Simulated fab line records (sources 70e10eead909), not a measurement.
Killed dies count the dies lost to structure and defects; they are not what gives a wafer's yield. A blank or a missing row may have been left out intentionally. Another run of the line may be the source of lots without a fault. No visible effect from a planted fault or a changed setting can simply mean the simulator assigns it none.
Which tool did it? -- flow nand harc -- 24 lots with 72 wafers sampled at 6 steps, on a route of 1159 steps

## WHAT THE GAUGES READ, wafer by wafer
NHARC_A_M1_THK_MEAS_24: measures by xrf. Usual: 154.3 nm for thk nm, sd 1.6.
lot,measured,on,thk nm (nm),flag
L074,day 18 09:39,film metro-01,153.1 151.9 155.2,
L076,day 18 10:32,film metro-02,155.4 155.5 155.1,
L075,day 18 10:52,film metro-01,153.2 151.9 153.6,
L077,day 18 22:31,film metro-01,153.4 156.5 152.7,
L079,day 18 23:22,film metro-01,154.4 154.3 152.7,
L078,day 19 09:38,film metro-01,154.5 151.5 153.4,
L082,day 19 17:08,film metro-02,153.5 151.5 154.4,
L081,day 19 19:11,film metro-01,153.3 152.0 155.9,
L080,day 19 22:34,film metro-01,153.7 153.4 155.2,
L083,day 20 07:41,film metro-01,155.4 152.8 151.7,
L084,day 20 12:53,film metro-01,151.5 155.8 153.7,
L088,day 20 15:17,film metro-02,155.8 154.5 152.9,
L087,day 20 16:06,film metro-01,153.7 154.1 152.4,
L086,day 20 19:50,film metro-02,154.8 154.1 157.2,
L085,day 21 05:10,film metro-01,155.6 154.9 153.2,
L089,day 21 19:45,film metro-02,152.6 151.1 151.8,
L091,day 22 00:43,film metro-02,158.7 155.5 153.0,
L090,day 22 01:52,film metro-02,153.1 154.7 156.0,
L092,day 22 02:37,film metro-02,154.9 157.5 155.4,
L093,day 22 10:14,film metro-01,153.5 152.7 155.5,
L094,day 22 11:11,film metro-02,152.8 155.7 154.2,
L095,day 22 19:25,film metro-02,155.0 154.4 154.1,
L096,day 22 19:39,film metro-02,154.1 155.7 155.3,
L097,day 24 06:18,film metro-01,157.8 157.7 157.5,

NHARC_A_BONDPAD_INSPECT_23. Usual: 454 for raw defect count, sd 110.
lot,measured,on,raw defect count,flag
L074,day 18 14:35,defect inspect-01,647 665 872,
L076,day 18 16:06,defect inspect-02,399 461 611,
L075,day 18 16:17,defect inspect-02,447 573 349,
L077,day 19 03:35,defect inspect-02,413 384 346,
L079,day 19 04:41,defect inspect-02,534 381 364,
L078,day 19 14:44,defect inspect-02,511 481 440,
L082,day 19 22:32,defect inspect-01,420 604 574,
L081,day 20 00:06,defect inspect-01,401 440 448,
L080,day 20 03:29,defect inspect-01,323 343 375,
L083,day 20 12:53,defect inspect-01,386 327 303,
L084,day 20 17:41,defect inspect-02,454 472 659,
L088,day 20 20:34,defect inspect-02,429 397 362,
L087,day 20 21:20,defect inspect-02,458 288 419,
L086,day 21 00:58,defect inspect-02,387 414 584,
L085,day 21 10:02,defect inspect-02,618 324 393,
L089,day 22 00:36,defect inspect-02,348 543 413,
L091,day 22 05:37,defect inspect-02,336 496 385,
L090,day 22 06:46,defect inspect-02,369 563 459,
L092,day 22 07:50,defect inspect-01,594 846 492,
L093,day 22 15:16,defect inspect-01,334 297 455,
L094,day 22 16:15,defect inspect-02,444 404 494,
L095,day 23 00:17,defect inspect-01,557 744 472,
L096,day 23 00:53,defect inspect-02,379 341 379,
L097,day 24 12:02,defect inspect-01,549 530 464,

NHARC_THIN_TSV_THK_MEAS_02: measures by ir. Usual: 3007 nm for thk nm, sd 190.
lot,measured,on,thk nm (nm),flag
L074,day 19 04:12,film metro-02,2855 3094 2955,
L076,day 19 06:36,film metro-02,2543 2975 2816,
L075,day 19 05:25,film metro-02,3054 2861 3095,
L077,day 19 15:08,film metro-01,3065 2864 2755,
L079,day 19 16:20,film metro-01,3009 2976 3179,
L078,day 20 03:05,film metro-01,2835 2836 2833,
L082,day 20 11:05,film metro-01,2976 2761 2762,
L081,day 20 12:17,film metro-02,2865 3432 3109,
L080,day 20 15:57,film metro-02,3014 2724 2908,
L083,day 21 03:41,film metro-02,3144 3383 3082,
L084,day 21 02:28,film metro-02,2989 3133 2857,
L088,day 21 11:10,film metro-02,3035 3208 3144,
L087,day 21 09:43,film metro-01,3072 2986 2763,
L086,day 21 12:07,film metro-01,3184 2855 3101,
L085,day 21 21:30,film metro-02,3225 3413 3321,
L089,day 22 15:53,film metro-01,2958 3102 2612,
L091,day 22 17:13,film metro-02,2819 3142 2883,
L090,day 22 14:43,film metro-01,3017 3231 3022,
L092,day 22 19:29,film metro-01,3083 3017 3215,
L093,day 23 03:56,film metro-02,2839 2807 2941,
L094,day 23 02:44,film metro-02,2854 2770 3219,
L095,day 23 11:41,film metro-02,2644 2950 2818,
L096,day 23 12:52,film metro-02,2995 3031 3284,
L097,day 25 00:25,film metro-02,3189 3229 2962,

NHARC_THIN_TSV_CD_MEAS_16. Usual: 999.7 nm for cd nm, sd 2.3.
lot,measured,on,cd nm (nm),flag
L074,day 19 06:13,cd sem-02,999.8 999.6 1000.6,
L076,day 19 08:37,cd sem-02,999.8 1001.2 1000.8,
L075,day 19 07:27,cd sem-01,999.7 1000.3 1003.3,
L077,day 19 17:09,cd sem-01,994.6 995.1 997.0,
L079,day 19 18:23,cd sem-01,998.2 1000.3 999.7,
L078,day 20 05:14,cd sem-02,1000.5 1002.9 999.2,
L082,day 20 13:14,cd sem-02,1000.9 1005.3 1003.6,
L081,day 20 14:13,cd sem-03,1001.0 1000.1 1001.2,
L080,day 20 18:05,cd sem-03,1001.9 997.9 1000.6,
L083,day 21 05:49,cd sem-01,999.0 1004.0 1000.2,
L084,day 21 04:33,cd sem-01,1000.1 998.8 1003.2,
L088,day 21 13:14,cd sem-03,1000.2 997.7 1000.0,
L087,day 21 11:44,cd sem-03,1001.3 1000.1 1003.9,
L086,day 21 14:18,cd sem-02,997.6 1002.5 1001.9,
L085,day 21 23:23,cd sem-03,999.6 999.4 998.3,
L089,day 22 18:08,cd sem-03,996.8 995.7 997.6,
L091,day 22 19:07,cd sem-03,995.8 996.1 998.5,
L090,day 22 16:37,cd sem-01,1001.3 998.9 1000.8,
L092,day 22 21:30,cd sem-01,996.3 998.5 998.0,
L093,day 23 05:57,cd sem-02,998.8 995.9 995.5,
L094,day 23 04:38,cd sem-03,1001.2 996.8 1000.8,
L095,day 23 13:43,cd sem-02,999.3 1000.4 1002.2,
L096,day 23 14:46,cd sem-02,1001.0 1002.7 1001.4,
L097,day 25 02:19,cd sem-03,995.5 1000.1 1001.3,

## WHICH TOOL RAN EACH LOT (tool, then ch and the chambers of the sampled wafers, then the start)
lot,NHARC_A_M1_DEP_33,NHARC_A_BONDPAD_CMP_19
L074,"pecvd-01 ch 0,1,2, day 18 09:57","cmp-01 ch 0,1,2, day 18 14:02"
L076,"pecvd-03 ch 0,1,2, day 18 11:23","cmp-01 ch 0,2, day 18 15:36"
L075,"pecvd-04 ch 0,1,2, day 18 11:33","cmp-03 ch 0,2, day 18 15:47"
L077,"pecvd-03 ch 0,1,2, day 18 22:49","cmp-03 ch 0,2,3, day 19 03:02"
L079,"pecvd-04 ch 0,1,2, day 18 23:40","cmp-02 ch 0,1,3, day 19 04:07"
L078,"pecvd-04 ch 0,1,2, day 19 10:01","cmp-03 ch 1,2,3, day 19 14:17"
L082,"pecvd-04 ch 1,2, day 19 17:31","cmp-02 ch 0,2,3, day 19 21:59"
L081,"pecvd-04 ch 0,1, day 19 19:32","cmp-01 ch 0,1,3, day 19 23:40"
L080,"pecvd-03 ch 0,1,2, day 19 22:55","cmp-02 ch 1,2,3, day 20 02:57"
L083,"pecvd-03 ch 0,2, day 20 08:12","cmp-01 ch 1,2, day 20 12:21"
L084,"pecvd-03 ch 0,1, day 20 13:11","cmp-03 ch 0,2,3, day 20 17:10"
L088,"pecvd-01 ch 1,2, day 20 15:40","cmp-03 ch 1,2, day 20 20:02"
L087,"pecvd-01 ch 0,1, day 20 16:50","cmp-03 ch 1,2,3, day 20 20:47"
L086,"pecvd-04 ch 0,1,2, day 20 20:08","cmp-01 ch 0,3, day 21 00:25"
L085,"pecvd-01 ch 1,2, day 21 05:28","cmp-02 ch 2,3, day 21 09:32"
L089,"pecvd-01 ch 0,1, day 21 20:08","cmp-01 ch 0,3, day 22 00:04"
L091,"pecvd-03 ch 1,2, day 22 01:01","cmp-01 ch 0,3, day 22 05:06"
L090,"pecvd-03 ch 1,2, day 22 02:15","cmp-01 ch 1,2, day 22 06:13"
L092,"pecvd-03 ch 0,2, day 22 03:07","cmp-02 ch 2,3, day 22 07:19"
L093,"pecvd-04 ch 1,2, day 22 10:35","cmp-02 ch 1,2, day 22 14:44"
L094,"pecvd-01 ch 0,2, day 22 11:29","cmp-02 ch 0,1,3, day 22 15:42"
L095,"pecvd-03 ch 0,2, day 22 19:43","cmp-01 ch 2,3, day 22 23:46"
L096,"pecvd-01 ch 0,1,2, day 22 19:58","cmp-03 ch 1,2,3, day 23 00:21"
L097,"pecvd-01 ch 0,2, day 24 07:33","cmp-02 ch 0,1,3, day 24 11:29"
- NHARC_A_M1_DEP_33: deposits SiCN, target thk 30 nm.
- NHARC_A_BONDPAD_CMP_19: polishes, t overpolish 30 s, cu recess touch 16 s, target thk 169.8 nm.

## AS READ BY THE TOOLS THEMSELVES (means over the sampled wafers that have a number; for cases with no such wafer, the mark the record gives instead)
NHARC_A_M1_DEP_33. Usual: 594 W for heater power w, sd 88.
lot,tool,heater power w (W),flag
L074,pecvd-01,486,
L076,pecvd-03,616,
L075,pecvd-04,600,
L077,pecvd-03,653,
L079,pecvd-04,607,
L078,pecvd-04,567,
L082,pecvd-04,638,
L081,pecvd-04,625,
L080,pecvd-03,663,
L083,pecvd-03,676,
L084,pecvd-03,633,
L088,pecvd-01,481,
L087,pecvd-01,643,
L086,pecvd-04,644,
L085,pecvd-01,504,
L089,pecvd-01,572,
L091,pecvd-03,589,
L090,pecvd-03,636,
L092,pecvd-03,688,
L093,pecvd-04,613,
L094,pecvd-01,476,
L095,pecvd-03,692,
L096,pecvd-01,547,
L097,pecvd-01,481,

NHARC_A_BONDPAD_CMP_19. Usual: motor current A 12.2 A, standard deviation 1.6; overpolish run s 29.999 s, standard deviation 0.0082; slurry filter dp kPa 13.50 kPa, standard deviation 0.14.
lot,tool,motor current A (A),overpolish run s (s),slurry filter dp kPa (kPa),flag
L074,cmp-01,11.0,30.000,13.63,
L076,cmp-01,11.4,29.999,13.63,
L075,cmp-03,10.8,29.992,13.47,
L077,cmp-03,11.4,30.004,13.50,
L079,cmp-02,14.1,29.995,13.46,
L078,cmp-03,11.6,30.001,13.57,
L082,cmp-02,13.0,29.991,13.50,
L081,cmp-01,12.3,29.996,13.50,
L080,cmp-02,13.6,29.994,13.40,
L083,cmp-01,11.3,29.997,13.48,
L084,cmp-03,11.2,30.006,13.52,
L088,cmp-03,11.8,30.003,13.53,
L087,cmp-03,11.4,29.999,13.45,
L086,cmp-01,12.1,30.004,13.38,
L085,cmp-02,15.0,29.992,13.53,
L089,cmp-01,13.1,30.005,13.35,
L091,cmp-01,11.6,30.001,13.59,
L090,cmp-01,10.8,29.998,13.53,
L092,cmp-02,12.9,29.995,13.39,
L093,cmp-02,12.4,30.003,13.37,
L094,cmp-02,13.6,30.004,13.46,
L095,cmp-01,12.7,30.000,13.70,
L096,cmp-03,11.3,30.003,13.47,
L097,cmp-02,13.9,29.990,13.67,

## THE ANSWER, worked out from the rows above alone
Rule: lot off if the mean of its wafers having a number is beyond 3 standard deviations from the usual mean. Also off: a lot with no number at a reading for which 4 or more lots have one. The other lots that the step has rows for count as sound. First the gauges in route order, then the tools' own readings, where a lot's mean is used as printed above. The first step at which some lot is off is used, and at that step the reading that is off furthest; a lot without a number counts as furthest.
Across all readings shown, no lot is off: no conclusion can be drawn from this.

## WHAT THE SIMULATOR HAD PUT IN
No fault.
